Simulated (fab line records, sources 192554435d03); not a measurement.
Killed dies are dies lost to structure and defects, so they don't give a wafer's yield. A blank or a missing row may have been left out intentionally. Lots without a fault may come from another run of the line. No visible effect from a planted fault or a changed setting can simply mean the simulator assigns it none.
What tool caused it?	flow n5 finfet	24 lots with 72 wafers sampled at 4 steps, on a route of 1938 steps

WHAT THE GAUGES SHOWED, per wafer
N5_BEOL_M3_OCD_MEAS_38. Usual: trench depth nm at 55.3 nm, with a standard deviation of 1.
lot	measured	on	trench depth nm (nm)	flag
L074	day 7 03:41	ocd-01	54.7 55.2 55.0	
L075	day 7 16:35	ocd-01	57.0 56.1 57.9	
L076	day 8 11:46	ocd-01	55.6 56.8 56.5	
L077	day 8 15:04	ocd-02	54.9 55.0 55.5	
L078	day 8 15:55	ocd-01	54.7 56.4 55.5	
L080	day 8 15:55	ocd-02	56.3 55.6 54.9	
L079	day 8 20:19	ocd-01	55.3 54.2 54.7	
L081	day 8 23:32	ocd-02	54.4 53.5 54.1	
L082	day 9 03:33	ocd-01	55.4 54.5 54.1	
L083	day 9 03:38	ocd-01	55.8 55.9 54.3	
L084	day 9 20:35	ocd-02	54.4 54.5 53.5	
L085	day 10 01:55	ocd-02	55.0 54.2 54.7	
L086	day 10 17:41	ocd-01	56.5 56.5 56.5	
L087	day 10 17:48	ocd-02	57.5 54.6 54.5	
L088	day 10 20:35	ocd-01	54.1 54.2 54.4	
L089	day 11 02:31	ocd-01	55.0 56.1 55.5	
L091	day 11 09:00	ocd-01	55.3 54.8 54.4	
L090	day 11 10:30	ocd-02	54.4 55.3 54.7	
L092	day 11 17:07	ocd-01	54.8 55.7 55.9	
L093	day 12 11:25	ocd-02	54.7 54.8 55.2	
L095	day 12 16:02	ocd-01	54.8 53.8 53.9	
L094	day 13 00:47	ocd-01	54.6 55.6 55.4	
L096	day 13 03:39	ocd-02	54.5 55.4 53.6	
L097	day 13 05:59	ocd-02	55.0 57.7 54.6	

EACH LOT AND THE TOOL THAT RAN IT (in order: tool; ch and the chambers of the sampled wafers; start)
lot	N5_BEOL_M3_VIA_ETCH_34	N5_BEOL_M3_ETCH_41	N5_BEOL_M3_STRIP_97
L074	rie diel-04 ch 0,1, day 7 03:25	rie diel-04 ch 0,1, day 7 03:41 or earlier	rie diel-04 ch 0,1, day 7 03:41 or earlier
L075	rie diel-02 ch 0,1,2, day 7 16:20	rie diel-02 ch 0,1,2, day 7 16:35 or earlier	rie diel-02 ch 0,1,2, day 7 16:35 or earlier
L076	rie diel-02 ch 0,1,2, day 8 11:29	rie diel-02 ch 0,1,2, day 8 11:46 or earlier	rie diel-02 ch 0,1,2, day 8 11:46 or earlier
L077	rie diel-04 ch 0,1, day 8 14:49	rie diel-04 ch 0,1, day 8 15:04 or earlier	rie diel-04 ch 0,1, day 8 15:04 or earlier
L078	rie diel-04 ch 1,2, day 8 15:40	rie diel-04 ch 1,2, day 8 15:55 or earlier	rie diel-04 ch 1,2, day 8 15:55 or earlier
L080	rie diel-02 ch 0,1,2, day 8 15:40	rie diel-02 ch 0,1,2, day 8 15:55 or earlier	rie diel-02 ch 0,1,2, day 8 15:55 or earlier
L079	rie diel-03 ch 0,3, day 8 20:04	rie diel-03 ch 0,3, day 8 20:19 or earlier	rie diel-03 ch 0,3, day 8 20:19 or earlier
L081	rie diel-04 ch 0,1, day 8 23:17	rie diel-04 ch 0,1, day 8 23:32 or earlier	rie diel-04 ch 0,1, day 8 23:32 or earlier
L082	rie diel-04 ch 0,2, day 9 03:18	rie diel-04 ch 0,2, day 9 03:33 or earlier	rie diel-04 ch 0,2, day 9 03:33 or earlier
L083	rie diel-02 ch 0,2,3, day 9 03:23	rie diel-02 ch 0,2,3, day 9 03:38 or earlier	rie diel-02 ch 0,2,3, day 9 03:38 or earlier
L084	rie diel-03 ch 0,1,2, day 9 20:20	rie diel-03 ch 0,1,2, day 9 20:35 or earlier	rie diel-03 ch 0,1,2, day 9 20:35 or earlier
L085	rie diel-04 ch 0,1, day 10 01:40	rie diel-04 ch 0,1, day 10 01:55 or earlier	rie diel-04 ch 0,1, day 10 01:55 or earlier
L086	rie diel-02 ch 1,2, day 10 17:25	rie diel-02 ch 1,2, day 10 17:41 or earlier	rie diel-02 ch 1,2, day 10 17:41 or earlier
L087	rie diel-04 ch 0,3, day 10 17:32	rie diel-04 ch 0,3, day 10 17:48 or earlier	rie diel-04 ch 0,3, day 10 17:48 or earlier
L088	rie diel-03 ch 1,2, day 10 20:20	rie diel-03 ch 1,2, day 10 20:35 or earlier	rie diel-03 ch 1,2,3, day 10 20:35 or earlier
L089	rie diel-02 ch 0,2,3, day 11 02:16	rie diel-02 ch 0,2,3, day 11 02:31 or earlier	rie diel-02 ch 0,2,3, day 11 02:31 or earlier
L091	rie diel-03 ch 2,3, day 11 08:44	rie diel-03 ch 2,3, day 11 09:00 or earlier	rie diel-03 ch 2,3, day 11 09:00 or earlier
L090	rie diel-04 ch 0,2, day 11 10:14	rie diel-04 ch 0,2, day 11 10:30 or earlier	rie diel-04 ch 0,2, day 11 10:30 or earlier
L092	rie diel-04 ch 0,1,2, day 11 16:52	rie diel-04 ch 0,1,2, day 11 17:07 or earlier	rie diel-04 ch 0,1,2, day 11 17:07 or earlier
L093	rie diel-03 ch 0,1,2, day 12 11:10	rie diel-03 ch 0,1,2, day 12 11:25 or earlier	rie diel-03 ch 0,1,2, day 12 11:25 or earlier
L095	rie diel-03 ch 0,1,2, day 12 15:47	rie diel-03 ch 0,1,2, day 12 16:02 or earlier	rie diel-03 ch 0,1,2, day 12 16:02 or earlier
L094	rie diel-02 ch 0,3, day 13 00:31	rie diel-02 ch 0,3, day 13 00:47 or earlier	rie diel-02 ch 0,3, day 13 00:47 or earlier
L096	rie diel-03 ch 0,2,3, day 13 03:24	rie diel-03 ch 0,2,3, day 13 03:39 or earlier	rie diel-03 ch 0,2,3, day 13 03:39 or earlier
L097	rie diel-04 ch 1,3, day 13 05:44	rie diel-04 ch 1,3, day 13 05:59 or earlier	rie diel-04 ch 1,3, day 13 05:59 or earlier
- N5_BEOL_M3_VIA_ETCH_34: etches the open film in C4F6/O2, target depth 69.4 nm, time 65.9 s.
- N5_BEOL_M3_ETCH_41: etches SiCN in CH3F/O2, target depth 29.9 nm, time 52.5 s.
- N5_BEOL_M3_STRIP_97: strips in N2/H2, time 10 s.

WHAT THE TOOLS THEMSELVES READ (means of the sampled wafers that have a number; where no wafer has one, the mark that the record gives instead)
N5_BEOL_M3_VIA_ETCH_34. Usual: O2_flow_sccm 9.999 sccm, standard deviation 0.025; drypump motor current A 5.8 A, standard deviation 0.49; oes product au 0.78 a.u., standard deviation 0.082; rf vpp V 667 V, standard deviation 14; showerhead plenum p Torr 2.89 Torr, standard deviation 0.077; throttle valve pct 30.7 %, standard deviation 0.43.
lot	tool	O2_flow_sccm (sccm)	drypump motor current A (A)	oes product au (a.u.)	rf vpp V (V)	showerhead plenum p Torr (Torr)	throttle valve pct (%)	flag
L074	rie diel-04	9.978	5.8	0.74	675	2.88	31.0	
L075	rie diel-02	9.995	5.7	0.83	671	2.86	30.6	
L076	rie diel-02	9.993	5.7	0.82	670	2.86	30.6	
L077	rie diel-04	9.991	6.1	0.73	678	2.91	30.7	
L078	rie diel-04	10.009	6.1	0.73	683	2.94	30.6	
L080	rie diel-02	9.985	5.7	0.82	671	2.86	30.6	
L079	rie diel-03	10.004	5.8	0.84	651	2.96	30.8	
L081	rie diel-04	9.978	5.8	0.72	675	2.87	31.0	
L082	rie diel-04	10.014	5.6	0.72	676	2.88	31.3	
L083	rie diel-02	10.008	6.1	0.83	675	2.91	30.7	
L084	rie diel-03	9.996	5.6	0.75	651	2.80	30.8	
L085	rie diel-04	10.015	6.1	0.72	678	2.90	30.7	
L086	rie diel-02	10.015	6.2	0.86	674	2.88	30.3	
L087	rie diel-04	10.020	5.6	0.81	668	2.85	30.9	
L088	rie diel-03	10.013	5.7	0.75	642	2.76	30.8	
L089	rie diel-02	10.010	6.1	0.81	676	2.90	30.7	
L091	rie diel-03	10.008	5.4	0.83	648	2.96	30.8	
L090	rie diel-04	9.996	5.7	0.71	679	2.91	31.2	
L092	rie diel-04	10.010	5.9	0.71	678	2.90	30.9	
L093	rie diel-03	9.977	5.6	0.74	652	2.79	30.8	
L095	rie diel-03	9.989	5.6	0.73	651	2.79	30.8	
L094	rie diel-02	10.003	5.6	0.74	673	2.87	31.1	
L096	rie diel-03	10.003	5.5	0.77	653	2.89	30.8	
L097	rie diel-04	9.993	6.1	0.79	674	2.90	30.2	

N5_BEOL_M3_ETCH_41. Usual: O2_flow_sccm 20.00 sccm, standard deviation 0.056; drypump motor current A 5.8 A, standard deviation 0.49; oes product au 0.78 a.u., standard deviation 0.081; rf vpp V 298.1 V, standard deviation 1.4; showerhead plenum p Torr 2.04 Torr, standard deviation 0.057; throttle valve pct 16.3 %, standard deviation 0.35.
lot	tool	O2_flow_sccm (sccm)	drypump motor current A (A)	oes product au (a.u.)	rf vpp V (V)	showerhead plenum p Torr (Torr)	throttle valve pct (%)	flag
L074	rie diel-04	19.99	5.8	0.73	298.0	2.02	16.5	
L075	rie diel-02	19.99	5.7	0.83	298.3	2.01	16.1	
L076	rie diel-02	20.00	5.7	0.82	297.3	2.01	16.1	
L077	rie diel-04	20.00	6.1	0.73	297.8	2.05	16.3	
L078	rie diel-04	19.97	6.1	0.73	298.5	2.08	16.3	
L080	rie diel-02	19.99	5.7	0.81	297.1	2.01	16.1	
L079	rie diel-03	19.99	5.7	0.83	298.8	2.09	16.2	
L081	rie diel-04	20.00	5.8	0.73	297.9	2.02	16.5	
L082	rie diel-04	19.95	5.6	0.72	298.2	2.03	16.7	
L083	rie diel-02	19.98	6.1	0.84	298.1	2.05	16.2	
L084	rie diel-03	20.05	5.7	0.75	297.1	1.97	16.5	
L085	rie diel-04	19.97	6.1	0.72	298.2	2.04	16.3	
L086	rie diel-02	20.03	6.2	0.86	298.0	2.03	15.9	
L087	rie diel-04	20.02	5.7	0.80	297.5	2.00	16.4	
L088	rie diel-03	19.96	5.7	0.75	295.7	1.94	16.5	
L089	rie diel-02	19.98	6.1	0.81	298.1	2.04	16.2	
L091	rie diel-03	20.00	5.4	0.82	298.4	2.08	16.2	
L090	rie diel-04	19.99	5.7	0.72	297.8	2.05	16.7	
L092	rie diel-04	20.01	5.9	0.71	298.7	2.04	16.5	
L093	rie diel-03	20.01	5.6	0.74	296.6	1.97	16.5	
L095	rie diel-03	20.04	5.6	0.74	297.0	1.97	16.5	
L094	rie diel-02	19.98	5.6	0.74	298.5	2.02	16.6	
L096	rie diel-03	20.00	5.5	0.78	297.5	2.04	16.3	
L097	rie diel-04	19.98	6.1	0.79	299.2	2.05	16.0	

N5_BEOL_M3_STRIP_97. Usual: drypump motor current A 5.8 A, standard deviation 0.49; oes product au 0.79 a.u., standard deviation 0.08; rf vpp V 59.1 V, standard deviation 0.78; showerhead plenum p Torr 2.58 Torr, standard deviation 0.077; throttle valve pct 23.56 %, standard deviation 0.24.
lot	tool	drypump motor current A (A)	oes product au (a.u.)	rf vpp V (V)	showerhead plenum p Torr (Torr)	throttle valve pct (%)	flag
L074	rie diel-04	5.8	0.74	58.5	2.55	23.57	
L075	rie diel-02	5.7	0.84	59.3	2.57	23.63	
L076	rie diel-02	5.7	0.82	58.9	2.57	23.63	
L077	rie diel-04	6.1	0.73	59.3	2.59	23.39	
L078	rie diel-04	6.1	0.73	59.2	2.63	23.40	
L080	rie diel-02	5.7	0.82	59.5	2.57	23.64	
L079	rie diel-03	5.8	0.84	59.0	2.64	23.55	
L081	rie diel-04	5.8	0.73	59.4	2.54	23.58	
L082	rie diel-04	5.6	0.72	59.1	2.54	23.75	
L083	rie diel-02	6.1	0.84	59.0	2.61	23.70	
L084	rie diel-03	5.7	0.76	58.9	2.49	23.63	
L085	rie diel-04	6.1	0.72	60.1	2.59	23.42	
L086	rie diel-02	6.2	0.86	58.7	2.59	23.48	
L087	rie diel-04	5.7	0.80	58.4	2.54	23.57	
L088	rie diel-03	5.6	0.79	59.3	2.55	23.56	
L089	rie diel-02	6.1	0.81	58.8	2.60	23.72	
L091	rie diel-03	5.5	0.83	59.2	2.64	23.50	
L090	rie diel-04	5.7	0.70	59.3	2.58	23.77	
L092	rie diel-04	5.9	0.71	59.0	2.58	23.60	
L093	rie diel-03	5.6	0.75	58.7	2.49	23.66	
L095	rie diel-03	5.6	0.75	59.1	2.49	23.65	
L094	rie diel-02	5.6	0.75	59.4	2.56	23.92	
L096	rie diel-03	5.5	0.78	59.3	2.58	23.60	
L097	rie diel-04	6.1	0.78	59.5	2.62	23.24	

THE ANSWER, worked out from the rows above alone
Rule: a lot is off if the mean of its wafers that have a number lies more than 3 standard deviations from the usual mean. A lot without any number at a reading at which 4 lots or more have one is off too. The other lots that the step has rows for count as sound. First the gauges in route order, then the tools' own readings, where a lot's mean is used as printed above. At the first step where some lot is off, the reading lying furthest off is the one used; lots without a number count as furthest.
Across all readings shown, no lot is off: no conclusion can be drawn from this.

WHAT THE SIMULATOR PUT IN
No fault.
